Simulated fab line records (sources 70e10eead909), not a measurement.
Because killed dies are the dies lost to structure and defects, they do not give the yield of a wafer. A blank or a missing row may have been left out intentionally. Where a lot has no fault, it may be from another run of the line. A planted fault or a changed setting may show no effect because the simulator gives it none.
Which tool did it? || flow nandHarc || 21 wafers from 7 lots sampled at 4 of the route's 1302 steps

WHAT EACH GAUGE READ, for each wafer
NHARC_A_CONTACT_INSPECT_23.
{"lot": "L755", "measured": "day 23 10:49", "on": "defectInspect-01", "rawDefectCount": "462 550 476"}
{"lot": "L754", "measured": "day 23 16:07", "on": "defectInspect-01", "rawDefectCount": "597 515 623"}
{"lot": "L759", "measured": "day 25 17:12", "on": "defectInspect-01", "rawDefectCount": "736 448 638"}
{"lot": "L762", "measured": "day 26 09:16", "on": "defectInspect-02", "rawDefectCount": "474 430 306"}
{"lot": "L771", "measured": "day 30 02:28", "on": "defectInspect-01", "rawDefectCount": "593 445 533"}
{"lot": "L769", "measured": "day 30 06:08", "on": "defectInspect-01", "rawDefectCount": "366 430 574"}
{"lot": "L774", "measured": "day 31 19:22", "on": "defectInspect-01", "rawDefectCount": "471 428 531"}

WHAT TOOL EACH LOT RAN ON (gives the tool, then ch and the chambers of the sampled wafers, and finally the start)
{"lot": "L755", "NHARC_A_CONTACT_ETCH_88": "rieDiel-08 ch 0,1,2, day 23 05:15", "NHARC_A_CONTACT_ETCH_110": "rieDiel-08 ch 0,2,3, day 23 08:41", "NHARC_A_CONTACT_CVD_19": "cvdW-01 ch 1, day 23 10:49 or earlier"}
{"lot": "L754", "NHARC_A_CONTACT_ETCH_88": "rieDiel-08 ch 1,2,3, day 23 09:50", "NHARC_A_CONTACT_ETCH_110": "rieDiel-08 ch 0,3, day 23 13:58", "NHARC_A_CONTACT_CVD_19": "cvdW-01 ch 0, day 23 16:07 or earlier"}
{"lot": "L759", "NHARC_A_CONTACT_ETCH_88": "rieDiel-01 ch 1,2, day 25 11:40", "NHARC_A_CONTACT_ETCH_110": "rieDiel-01 ch 0,1, day 25 15:03", "NHARC_A_CONTACT_CVD_19": "cvdW-02 ch 1, day 25 17:12 or earlier"}
{"lot": "L762", "NHARC_A_CONTACT_ETCH_88": "rieDiel-08 ch 0,1,2, day 26 03:06", "NHARC_A_CONTACT_ETCH_110": "rieDiel-08 ch 0,1,3, day 26 07:08", "NHARC_A_CONTACT_CVD_19": "cvdW-02 ch 0,1, day 26 09:16 or earlier"}
{"lot": "L771", "NHARC_A_CONTACT_ETCH_88": "rieDiel-01 ch 0,1,3, day 29 20:55", "NHARC_A_CONTACT_ETCH_110": "rieDiel-01 ch 0,1, day 30 00:19", "NHARC_A_CONTACT_CVD_19": "cvdW-01 ch 0,1, day 30 02:28 or earlier"}
{"lot": "L769", "NHARC_A_CONTACT_ETCH_88": "rieDiel-12 ch 0,1,2, day 30 00:29", "NHARC_A_CONTACT_ETCH_110": "rieDiel-08 ch 0,1,3, day 30 03:56", "NHARC_A_CONTACT_CVD_19": "cvdW-01 ch 0, day 30 06:08 or earlier"}
{"lot": "L774", "NHARC_A_CONTACT_ETCH_88": "rieDiel-01 ch 0,1,3, day 31 13:42", "NHARC_A_CONTACT_ETCH_110": "rieDiel-08 ch 0,2,3, day 31 17:09", "NHARC_A_CONTACT_CVD_19": "cvdW-02 ch 0,1, day 31 19:22 or earlier"}
- NHARC_A_CONTACT_ETCH_88: etches the open film in CF4, target depth 39 nm, time 65 s.
- NHARC_A_CONTACT_ETCH_110: etches the open film in CF4/O2, target depth 60 nm, overetch 6 nm, time 33 s.
- NHARC_A_CONTACT_CVD_19: deposits W, target thk 300 nm, time 802 s.

THE ANSWER, worked out from the rows above alone
Rule: the lots themselves supply what counts as usual. Put in order of their means at a reading, lots are off if they are a third of the lots or fewer, leave a main group of 4 or more, and stand apart from it by a gap of 3 or more times the standard deviation of the main group's means; of several such gaps the widest counts. The tables above print the reading to a certain number of digits; a main group whose means all agree to those digits is not used. A lot without any number at a reading at which 4 lots or more have one is off too. Where the step has rows for the other lots, those lots are counted as sound.
Nothing can be told from this: no lot is off at any reading shown.

WHAT THE SIMULATOR PUT IN
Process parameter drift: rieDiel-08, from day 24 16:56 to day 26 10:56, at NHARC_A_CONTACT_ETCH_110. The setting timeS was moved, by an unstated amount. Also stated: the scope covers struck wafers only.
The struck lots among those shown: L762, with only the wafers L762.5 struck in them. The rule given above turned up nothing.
